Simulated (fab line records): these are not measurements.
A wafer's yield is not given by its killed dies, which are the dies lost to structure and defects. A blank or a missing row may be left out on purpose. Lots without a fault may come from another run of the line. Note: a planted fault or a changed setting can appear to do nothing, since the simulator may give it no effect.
The tool behind it: which one?    flow nand-harc    Sampling: 24 lots, 72 wafers, 6 of 1159 route steps

WHAT THE GAUGES READ, wafer by wafer
The record lacks any reading of a measuring or inspecting step that a usual standard deviation could be used to judge.

EACH LOT AND THE TOOL THAT RAN IT (in order: tool; ch and the chambers of the sampled wafers; start)
lot   NHARC_A_STAIRCASE_TRIM_191                     NHARC_A_STAIRCASE_ETCH_236                     NHARC_A_STAIRCASE_STRIP_254           NHARC_A_STAIRCASE_DEP_325        NHARC_A_STAIRCASE_STRIP_475                    NHARC_A_STAIRCASE_DEP_471
L074  rie-diel-02 ch 0,2,3, day 11 13:05 or earlier  rie-diel-02 ch 0,2, day 11 13:05 or earlier    plasma-asher-02 ch 0,1, day 11 13:05  pecvd-04 ch 0,2, day 13 07:34    rie-diel-05 ch 0,3, day 13 21:07               pecvd-02 ch 0,2, day 13 21:13
L076  rie-diel-02 ch 2,3, day 11 20:57 or earlier    rie-diel-05 ch 1,2, day 11 20:57 or earlier    plasma-asher-01 ch 0,1, day 11 20:57  pecvd-01 ch 0,1,2, day 13 18:50  rie-diel-11 ch 0,1,2, day 14 12:28             pecvd-01 ch 1,2, day 14 12:37
L078  rie-diel-05 ch 0,1, day 12 05:53 or earlier    rie-diel-02 ch 0,1, day 12 05:53 or earlier    plasma-asher-02 ch 0,1, day 12 05:53  pecvd-01 ch 0,1, day 14 01:59    rie-diel-05 ch 0,2,3, day 14 15:29 or earlier  pecvd-01 ch 1,2, day 14 15:29
L077  rie-diel-05 ch 0,1,2, day 12 06:32 or earlier  rie-diel-11 ch 0,2,3, day 12 06:32 or earlier  plasma-asher-02 ch 0,1, day 12 06:32  pecvd-01 ch 0,1,2, day 14 01:25  rie-diel-02 ch 0,1,3, day 14 13:31 or earlier  pecvd-01 ch 0,1,2, day 14 13:31
L075  rie-diel-02 ch 0,1,3, day 12 09:40 or earlier  rie-diel-11 ch 0,1,2, day 12 09:40 or earlier  plasma-asher-01 ch 0,1, day 12 09:40  pecvd-04 ch 0,1, day 14 01:28    rie-diel-02 ch 0,1,3, day 14 13:52 or earlier  pecvd-01 ch 0,1,2, day 14 13:52
L080  rie-diel-05 ch 0,1,2, day 12 10:44 or earlier  rie-diel-05 ch 0,3, day 12 10:44 or earlier    plasma-asher-01 ch 0,1, day 12 10:44  pecvd-02 ch 0,1,2, day 14 01:53  rie-diel-11 ch 0,2, day 14 16:31               pecvd-04 ch 0,1,2, day 14 16:39
L079  rie-diel-02 ch 0,1, day 12 11:25 or earlier    rie-diel-11 ch 0,1,3, day 12 11:25 or earlier  plasma-asher-02 ch 0,1, day 12 11:25  pecvd-02 ch 0,1,2, day 14 01:24  rie-diel-11 ch 0,1, day 14 15:11               pecvd-02 ch 0,2, day 14 15:20
L081  rie-diel-11 ch 2,3, day 13 10:00 or earlier    rie-diel-02 ch 0,2,3, day 13 10:00 or earlier  plasma-asher-01 ch 0,1, day 13 10:00  pecvd-04 ch 0,2, day 15 04:50    rie-diel-02 ch 0,2,3, day 15 19:07 or earlier  pecvd-02 ch 1,2, day 15 19:07
L082  rie-diel-11 ch 0,3, day 13 10:40 or earlier    rie-diel-02 ch 2,3, day 13 10:40 or earlier    plasma-asher-01 ch 0,1, day 13 10:40  pecvd-01 ch 0,2, day 15 05:01    rie-diel-11 ch 0,2,3, day 15 19:33 or earlier  pecvd-01 ch 0,2, day 15 19:33
L083  rie-diel-02 ch 1,2, day 13 15:45 or earlier    rie-diel-02 ch 0,1,3, day 13 15:45 or earlier  plasma-asher-01 ch 0,1, day 13 15:45  pecvd-01 ch 1,2, day 15 20:05    rie-diel-02 ch 0,3, day 16 08:14 or earlier    pecvd-04 ch 0,1, day 16 08:14
L085  rie-diel-11 ch 1,3, day 13 22:58 or earlier    rie-diel-05 ch 0,2,3, day 13 22:58 or earlier  plasma-asher-02 ch 0,1, day 13 22:58  pecvd-02 ch 0,1,2, day 15 20:02  rie-diel-02 ch 0,1, day 16 08:31 or earlier    pecvd-04 ch 1,2, day 16 08:31
L084  rie-diel-05 ch 0,2,3, day 14 01:23 or earlier  rie-diel-05 ch 0,2, day 14 01:23 or earlier    plasma-asher-01 ch 0,1, day 14 01:23  pecvd-04 ch 0,2, day 15 20:10    rie-diel-02 ch 0,1, day 16 10:04 or earlier    pecvd-02 ch 1,2, day 16 10:04
L087  rie-diel-02 ch 0,1,2, day 14 06:43 or earlier  rie-diel-05 ch 2,3, day 14 06:43 or earlier    plasma-asher-02 ch 0,1, day 14 06:43  pecvd-01 ch 0,1,2, day 16 08:22  rie-diel-11 ch 1,2,3, day 16 21:19 or earlier  pecvd-01 ch 1,2, day 16 21:19
L086  rie-diel-05 ch 0,2,3, day 14 21:46 or earlier  rie-diel-05 ch 0,2,3, day 14 21:46 or earlier  plasma-asher-01 ch 0,1, day 14 21:46  pecvd-01 ch 0,1,2, day 16 23:41  rie-diel-05 ch 0,2,3, day 17 14:21 or earlier  pecvd-01 ch 0,1,2, day 17 14:21
L089  rie-diel-05 ch 1,2,3, day 15 02:19 or earlier  rie-diel-05 ch 0,1,3, day 15 02:19 or earlier  plasma-asher-02 ch 0,1, day 15 02:19  pecvd-02 ch 0,2, day 17 00:23    rie-diel-05 ch 0,1,2, day 17 17:10 or earlier  pecvd-02 ch 1,2, day 17 17:10
L088  rie-diel-05 ch 1,2,3, day 15 02:40 or earlier  rie-diel-11 ch 1,2, day 15 02:40 or earlier    plasma-asher-02 ch 1, day 15 02:40    pecvd-01 ch 1,2, day 17 00:27    rie-diel-02 ch 1,2, day 17 15:07 or earlier    pecvd-02 ch 0,1,2, day 17 15:07
L090  rie-diel-11 ch 0,1,2, day 15 14:01 or earlier  rie-diel-11 ch 0,1,3, day 15 14:01 or earlier  plasma-asher-02 ch 0,1, day 15 14:01  pecvd-02 ch 0,1, day 17 09:41    rie-diel-02 ch 0,2,3, day 17 21:49 or earlier  pecvd-02 ch 0,1,2, day 17 21:49
L092  rie-diel-02 ch 0,1,2, day 15 14:31 or earlier  rie-diel-11 ch 1,2,3, day 15 14:31 or earlier  plasma-asher-01 ch 0,1, day 15 14:31  pecvd-01 ch 0,1,2, day 17 09:36  rie-diel-11 ch 1,2,3, day 17 21:56 or earlier  pecvd-01 ch 0,1, day 17 21:56
L091  rie-diel-11 ch 0,1, day 15 14:40 or earlier    rie-diel-11 ch 0,2,3, day 15 14:40 or earlier  plasma-asher-02 ch 0,1, day 15 14:40  pecvd-04 ch 0,2, day 17 14:40    rie-diel-05 ch 0,1,2, day 18 03:34 or earlier  pecvd-01 ch 0,1,2, day 18 03:34
L093  rie-diel-02 ch 1,2, day 15 22:13 or earlier    rie-diel-02 ch 0,1,2, day 15 22:13 or earlier  plasma-asher-02 ch 0,1, day 15 22:13  pecvd-01 ch 0,1,2, day 17 20:29  rie-diel-11 ch 1,2, day 18 08:58 or earlier    pecvd-04 ch 0,1, day 18 08:58
L094  rie-diel-02 ch 0,1,2, day 15 23:13 or earlier  rie-diel-11 ch 0,1,2, day 15 23:13 or earlier  plasma-asher-02 ch 0,1, day 15 23:13  pecvd-04 ch 0,1,2, day 17 20:12  rie-diel-11 ch 0,1,2, day 18 10:10 or earlier  pecvd-02 ch 0,1,2, day 18 10:10
L095  rie-diel-05 ch 0,3, day 16 05:56 or earlier    rie-diel-05 ch 1,2,3, day 16 05:56 or earlier  plasma-asher-01 ch 0,1, day 16 05:56  pecvd-02 ch 0,1,2, day 17 20:24  rie-diel-05 ch 0,1, day 18 08:53 or earlier    pecvd-01 ch 1,2, day 18 08:53
L096  rie-diel-05 ch 0,1, day 16 20:35 or earlier    rie-diel-11 ch 0,2, day 16 20:35 or earlier    plasma-asher-01 ch 0,1, day 16 20:35  pecvd-04 ch 0,1, day 18 14:39    rie-diel-02 ch 0,2,3, day 19 03:59             pecvd-04 ch 0,2, day 19 04:07
L097  rie-diel-11 ch 0,1,3, day 17 11:11 or earlier  rie-diel-11 ch 2,3, day 17 11:11 or earlier    plasma-asher-02 ch 0,1, day 17 11:11  pecvd-01 ch 0,1, day 19 05:37    rie-diel-02 ch 2,3, day 19 19:11               pecvd-02 ch 0,2, day 19 19:16
- NHARC_A_STAIRCASE_TRIM_191: chemistry O2, time 211.2 s.
- NHARC_A_STAIRCASE_ETCH_236: etches the open film in C4F8/O2, target depth 100 nm, time 40.5 s.
- NHARC_A_STAIRCASE_STRIP_254: strips in O2.
- NHARC_A_STAIRCASE_DEP_325: deposits SiO2, target thk 3800 nm.
- NHARC_A_STAIRCASE_STRIP_475: strips in O2, time 20 s.
- NHARC_A_STAIRCASE_DEP_471: deposits SiO2, target thk 100 nm.

AS READ BY THE TOOLS THEMSELVES (means over the sampled wafers that have a number; for cases with no such wafer, the mark the record gives instead)
NHARC_A_STAIRCASE_TRIM_191. Usual: drypump-motor-current-A 5.69 A, standard deviation 0.27; oes-product-au 1.003 a.u., standard deviation 0.0096; rf-vpp-V 57.6 V, standard deviation 0.83; showerhead-plenum-p-Torr 3.48 Torr, standard deviation 0.14; throttle-valve-pct 17.036 %, standard deviation 0.0082.
lot   tool         drypump-motor-current-A (A)  oes-product-au (a.u.)  rf-vpp-V (V)  showerhead-plenum-p-Torr (Torr)  throttle-valve-pct (%)  flag
L074  rie-diel-02  5.53                         0.999                  57.8          3.40                             17.032                  
L076  rie-diel-02  5.74                         1.009                  56.9          3.49                             17.038                  
L078  rie-diel-05  5.64                         1.006                  57.6          3.46                             17.036                  
L077  rie-diel-05  5.60                         1.000                  58.1          3.53                             17.048                  
L075  rie-diel-02  5.61                         1.006                  57.3          3.44                             17.033                  
L080  rie-diel-05  5.61                         0.996                  58.2          3.53                             17.029                  
L079  rie-diel-02  5.72                         1.006                  58.2          3.42                             17.032                  
L081  rie-diel-11  5.77                         1.002                  58.5          3.47                             17.025                  
L082  rie-diel-11  5.87                         0.998                  57.8          3.47                             17.027                  
L083  rie-diel-02  5.97                         1.010                  57.5          3.43                             17.031                  
L085  rie-diel-11  5.54                         1.000                  56.8          3.44                             17.037                  
L084  rie-diel-05  5.55                         0.998                  58.1          3.54                             17.034                  
L087  rie-diel-02  5.66                         1.011                  57.5          3.36                             17.033                  
L086  rie-diel-05  5.56                         0.999                  57.5          3.53                             17.031                  
L089  rie-diel-05  5.59                         0.991                  57.5          3.61                             17.037                  
L088  rie-diel-05  5.58                         0.997                  58.4          3.61                             17.044                  
L090  rie-diel-11  5.91                         1.002                  57.2          3.35                             17.039                  
L092  rie-diel-02  5.65                         1.008                  58.2          3.54                             17.041                  
L091  rie-diel-11  5.78                         0.994                  57.5          3.33                             17.040                  
L093  rie-diel-02  5.90                         0.998                  57.8          3.36                             17.037                  
L094  rie-diel-02  5.65                         1.000                  57.7          3.53                             17.038                  
L095  rie-diel-05  5.59                         1.001                  56.9          3.46                             17.045                  
L096  rie-diel-05  5.67                         0.997                  57.8          3.52                             17.032                  
L097  rie-diel-11  5.73                         1.013                  57.5          3.44                             17.040                  

NHARC_A_STAIRCASE_ETCH_236. Usual: oes-product-au 0.942 a.u., standard deviation 0.012; rf-vpp-V 894 V, standard deviation 5.2.
lot   tool         oes-product-au (a.u.)  rf-vpp-V (V)  flag
L074  rie-diel-02  0.939                  888           
L076  rie-diel-05  0.928                  898           
L078  rie-diel-02  0.948                  888           
L077  rie-diel-11  0.940                  894           
L075  rie-diel-11  0.934                  890           
L080  rie-diel-05  0.918                  897           
L079  rie-diel-11  0.938                  894           
L081  rie-diel-02  0.943                  890           
L082  rie-diel-02  0.955                  894           
L083  rie-diel-02  0.956                  892           
L085  rie-diel-05  0.939                  896           
L084  rie-diel-05  0.933                  894           
L087  rie-diel-05  0.941                  899           
L086  rie-diel-05  0.947                  896           
L089  rie-diel-05  0.931                  897           
L088  rie-diel-11  0.933                  889           
L090  rie-diel-11  0.940                  893           
L092  rie-diel-11  0.942                  892           
L091  rie-diel-11  0.940                  893           
L093  rie-diel-02  0.967                  895           
L094  rie-diel-11  0.943                  889           
L095  rie-diel-05  0.943                  899           
L096  rie-diel-11  0.940                  890           
L097  rie-diel-11  0.943                  896           

NHARC_A_STAIRCASE_STRIP_254. Usual: drypump-motor-current-A 5.8 A, standard deviation 0.3; heater-power-w 336 W, standard deviation 39; temp-c 250.02 C, standard deviation 0.18.
lot   tool             drypump-motor-current-A (A)  heater-power-w (W)  temp-c (C)  flag
L074  plasma-asher-02  6.0                          335                 250.07      
L076  plasma-asher-01  5.5                          315                 250.09      
L078  plasma-asher-02  5.8                          369                 249.92      
L077  plasma-asher-02  5.8                          370                 249.93      
L075  plasma-asher-01  5.6                          323                 250.08      
L080  plasma-asher-01  5.6                          318                 249.97      
L079  plasma-asher-02  6.0                          343                 250.04      
L081  plasma-asher-01  5.6                          310                 249.98      
L082  plasma-asher-01  5.5                          321                 250.10      
L083  plasma-asher-01  5.6                          311                 250.03      
L085  plasma-asher-02  5.8                          364                 250.00      
L084  plasma-asher-01  5.5                          319                 249.71      
L087  plasma-asher-02  5.8                          369                 250.07      
L086  plasma-asher-01  5.5                          313                 250.25      
L089  plasma-asher-02  5.9                          368                 249.96      
L088  plasma-asher-02  6.2                          312                 250.14      
L090  plasma-asher-02  5.8                          365                 250.15      
L092  plasma-asher-01  5.6                          311                 249.83      
L091  plasma-asher-02  6.0                          332                 250.23      
L093  plasma-asher-02  5.8                          374                 250.26      
L094  plasma-asher-02  5.8                          361                 249.89      
L095  plasma-asher-01  5.5                          319                 250.07      
L096  plasma-asher-01  5.6                          314                 250.08      
L097  plasma-asher-02  6.0                          353                 250.14      

NHARC_A_STAIRCASE_DEP_325. Usual: 683 W for heater-power-w, sd 71.
lot   tool      heater-power-w (W)  flag
L074  pecvd-04  710                 
L076  pecvd-01  671                 
L078  pecvd-01  633                 
L077  pecvd-01  655                 
L075  pecvd-04  686                 
L080  pecvd-02  695                 
L079  pecvd-02  619                 
L081  pecvd-04  746                 
L082  pecvd-01  658                 
L083  pecvd-01  669                 
L085  pecvd-02  667                 
L084  pecvd-04  731                 
L087  pecvd-01  657                 
L086  pecvd-01  720                 
L089  pecvd-02  590                 
L088  pecvd-01  697                 
L090  pecvd-02  604                 
L092  pecvd-01  676                 
L091  pecvd-04  730                 
L093  pecvd-01  706                 
L094  pecvd-04  759                 
L095  pecvd-02  619                 
L096  pecvd-04  749                 
L097  pecvd-01  613                 

NHARC_A_STAIRCASE_STRIP_475. Usual: drypump-motor-current-A 5.69 A, standard deviation 0.29; oes-product-au 1.004 a.u., standard deviation 0.0093; rf-vpp-V 57.8 V, standard deviation 0.92; showerhead-plenum-p-Torr 3.47 Torr, standard deviation 0.15; throttle-valve-pct 17.036 %, standard deviation 0.0098.
lot   tool         drypump-motor-current-A (A)  oes-product-au (a.u.)  rf-vpp-V (V)  showerhead-plenum-p-Torr (Torr)  throttle-valve-pct (%)  flag
L074  rie-diel-05  5.60                         0.994                  56.5          3.47                             17.034                  
L076  rie-diel-11  5.91                         1.008                  58.2          3.35                             17.033                  
L078  rie-diel-05  5.56                         0.991                  57.9          3.53                             17.040                  
L077  rie-diel-02  5.60                         1.020                  58.9          3.43                             17.031                  
L075  rie-diel-02  5.60                         1.010                  57.8          3.43                             17.035                  
L080  rie-diel-11  6.02                         1.000                  57.7          3.36                             17.037                  
L079  rie-diel-11  5.79                         1.007                  58.1          3.34                             17.037                  
L081  rie-diel-02  5.55                         1.010                  58.1          3.55                             17.039                  
L082  rie-diel-11  5.81                         0.999                  57.6          3.46                             17.029                  
L083  rie-diel-02  5.48                         1.007                  58.0          3.63                             17.035                  
L085  rie-diel-02  5.71                         1.005                  57.2          3.58                             17.041                  
L084  rie-diel-02  5.71                         1.013                  57.9          3.58                             17.038                  
L087  rie-diel-11  5.66                         0.997                  57.0          3.44                             17.038                  
L086  rie-diel-05  5.56                         1.006                  57.4          3.52                             17.037                  
L089  rie-diel-05  5.61                         1.005                  58.1          3.51                             17.037                  
L088  rie-diel-02  5.98                         0.999                  57.6          3.42                             17.034                  
L090  rie-diel-02  5.56                         1.004                  58.1          3.55                             17.029                  
L092  rie-diel-11  5.65                         0.998                  57.4          3.43                             17.033                  
L091  rie-diel-05  5.60                         0.999                  58.4          3.50                             17.036                  
L093  rie-diel-11  5.85                         1.004                  56.8          3.33                             17.032                  
L094  rie-diel-11  5.90                         1.005                  57.8          3.33                             17.040                  
L095  rie-diel-05  5.63                         0.996                  58.0          3.43                             17.033                  
L096  rie-diel-02  5.54                         0.999                  57.6          3.54                             17.040                  
L097  rie-diel-02  5.79                         1.009                  56.5          3.38                             17.035                  

NHARC_A_STAIRCASE_DEP_471. Usual: heater-power-w 596 W, standard deviation 63; throttle-valve-pct 15.8 %, standard deviation 0.55.
lot   tool      heater-power-w (W)  throttle-valve-pct (%)  flag
L074  pecvd-02  586                 16.2                    
L076  pecvd-01  607                 15.5                    
L078  pecvd-01  615                 15.5                    
L077  pecvd-01  630                 15.7                    
L075  pecvd-01  629                 15.6                    
L080  pecvd-04  642                 16.0                    
L079  pecvd-02  597                 15.9                    
L081  pecvd-02  556                 16.2                    
L082  pecvd-01  617                 15.6                    
L083  pecvd-04  667                 16.1                    
L085  pecvd-04  668                 15.6                    
L084  pecvd-02  572                 16.0                    
L087  pecvd-01  602                 16.0                    
L086  pecvd-01  538                 15.8                    
L089  pecvd-02  603                 16.0                    
L088  pecvd-02  553                 15.9                    
L090  pecvd-02  484                 16.0                    
L092  pecvd-01  577                 15.5                    
L091  pecvd-01  604                 15.9                    
L093  pecvd-04  630                 15.5                    
L094  pecvd-02  543                 15.9                    
L095  pecvd-01  621                 15.7                    
L096  pecvd-04  662                 15.9                    
L097  pecvd-02  537                 16.0                    

THE ANSWER, worked out from the rows above alone
Rule: take the mean of a lot's wafers that have a number; if it is more than 3 standard deviations from the usual mean, the lot is off. Also off: a lot with no number at a reading for which 4 or more lots have one. Any other lot the step has rows for is counted as sound. After the gauges, taken in route order, come the tools' own readings; for these a lot's mean is taken, as printed above. At the first step where some lot is off, the reading lying furthest off is the one used; lots without a number count as furthest.
No lot is off at any reading shown: from this, nothing can be told.

WHAT WAS PUT IN BY THE SIMULATOR
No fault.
